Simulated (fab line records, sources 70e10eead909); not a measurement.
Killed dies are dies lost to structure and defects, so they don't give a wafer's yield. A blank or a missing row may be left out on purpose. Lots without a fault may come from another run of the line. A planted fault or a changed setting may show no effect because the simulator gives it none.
A struck lot beside a sound one | flow nand_harc | 18 steps out of a route of 1302
Sound: wafers L927.2, L927.3, L927.5. Struck: wafers L938.4, L938.5, L938.6. The cause comes at the end.
At each step with rows: each side's tool, then ch and its chambers, then its first start. Under that, the readings that differ: sound wafers | struck wafers | difference of the means | sigmas: that difference in standard deviations of wafers without a fault.
alike: readings whose means differ by less than 2 such deviations, and words and numbers that are the same on both sides. not compared: withheld readings, readings that some wafer has no value for, bounds like >300 that may hide the same value, and numbers for which the record gives no deviation and whose values overlap.
The two part at a step that has a row with sigmas, a row that says differs or no value, or rows on one side only. Numbers that don't overlap but have no deviation are shown without sigmas and don't part them. A reading that every wafer of one side lacks parts them only if that side has two wafers or more.

first, 1 step without rows for these wafers: NHARC_A_ONON_D1_DEP_12 (target thk 1000 nm).
NHARC_A_ONON_D1_THK_MEAS_14: measures by ellipsometry.
  sound on film_metro-01, day 10 05:49; struck on film_metro-02, day 14 15:46
  alike: thk_nm
then, 2 steps without rows for these wafers: NHARC_A_ONON_D1_ANNEAL_15 (time 3600 s); NHARC_A_ONON_D1_DEP_16 (target thk 1000 nm).
NHARC_A_ONON_D1_THK_MEAS_18: measures by ellipsometry.
  sound on film_metro-01, day 10 13:50; struck on film_metro-02, day 14 23:32
  alike: thk_nm
then, 1 step without rows for these wafers: NHARC_A_ONON_D1_DEP_19 (target thk 1000 nm).
NHARC_A_ONON_D1_THK_MEAS_21: measures by ellipsometry.
  sound on film_metro-01, day 10 14:25; struck on film_metro-02, day 15 00:05
  alike: thk_nm
then, 1 step without rows for these wafers: NHARC_A_ONON_D1_DEP_22 (target thk 1000 nm).
NHARC_A_ONON_D1_THK_MEAS_24: measures by ellipsometry.
  sound on film_metro-02, day 10 14:59; struck on film_metro-02, day 15 00:40
  alike: thk_nm
then, 1 step without rows for these wafers: NHARC_A_ONON_D1_DEP_25 (target thk 1000 nm).
NHARC_A_ONON_D1_THK_MEAS_27: measures by ellipsometry.
  sound on film_metro-02, day 10 15:33; struck on film_metro-01, day 15 01:16
  reading     | sound          | struck      | difference | sigmas
  thk_nm (nm) | 1016 1015 1017 | 985 984 985 | -31        | -2
NHARC_A_ONON_D1_DEP_28: target thk 1000 nm.
  sound on pecvd_onon-01 ch 0, day 10 15:40; struck on pecvd_onon-01 ch 0, day 15 01:29
  alike: n2_flow_sccm
NHARC_A_ONON_D1_THK_MEAS_30: measures by ellipsometry.
  sound on film_metro-01, day 10 16:07; struck on film_metro-02, day 15 01:52
  alike: thk_nm
NHARC_A_ONON_D1_DEP_33: deposits SiO2, target thk 200 nm.
  sound on pecvd-04 ch 0,1, day 10 16:15; struck on pecvd-01 ch 0,1,2, day 15 02:03
  alike: heater_power_w, showerhead_vpp_V, throttle_valve_pct
NHARC_A_ONON_D1_THK_MEAS_34: measures by ellipsometry.
  sound on film_metro-01, day 10 16:40; struck on film_metro-02, day 15 02:20
  alike: thk_nm
NHARC_A_ONON_D1_INSPECT_32:
  sound on defect_inspect-01, day 10 16:44; struck on defect_inspect-02, day 15 02:23
  reading          | sound     | struck      | difference | sigmas
  raw_defect_count | 43 56 113 | 892 986 980 | +882       | +37
NHARC_A_CHANNEL_HOLE_D1_DEP_00: deposits aC, target thk 3100 nm.
  sound on acl_dep-02 ch 0, day 10 17:08; struck on acl_dep-03 ch 0, day 15 03:34
  alike: throttle_valve_pct
-- the record jumps here: 16 days lie between the struck wafers' starts before and after (it left off in module A_CHANNEL_HOLE_D1 and takes up again in module END, whose first step shown is number 1302 of the route) --
NHARC_END_SORT_01:
  the record has rows for the struck wafers here (prober-02 ch 0, day 30 17:49) and none for the sound ones

WHERE THEY PART
First at NHARC_A_ONON_D1_THK_MEAS_27; last, within this record, at NHARC_END_SORT_01.

WHY: what the simulator had put in
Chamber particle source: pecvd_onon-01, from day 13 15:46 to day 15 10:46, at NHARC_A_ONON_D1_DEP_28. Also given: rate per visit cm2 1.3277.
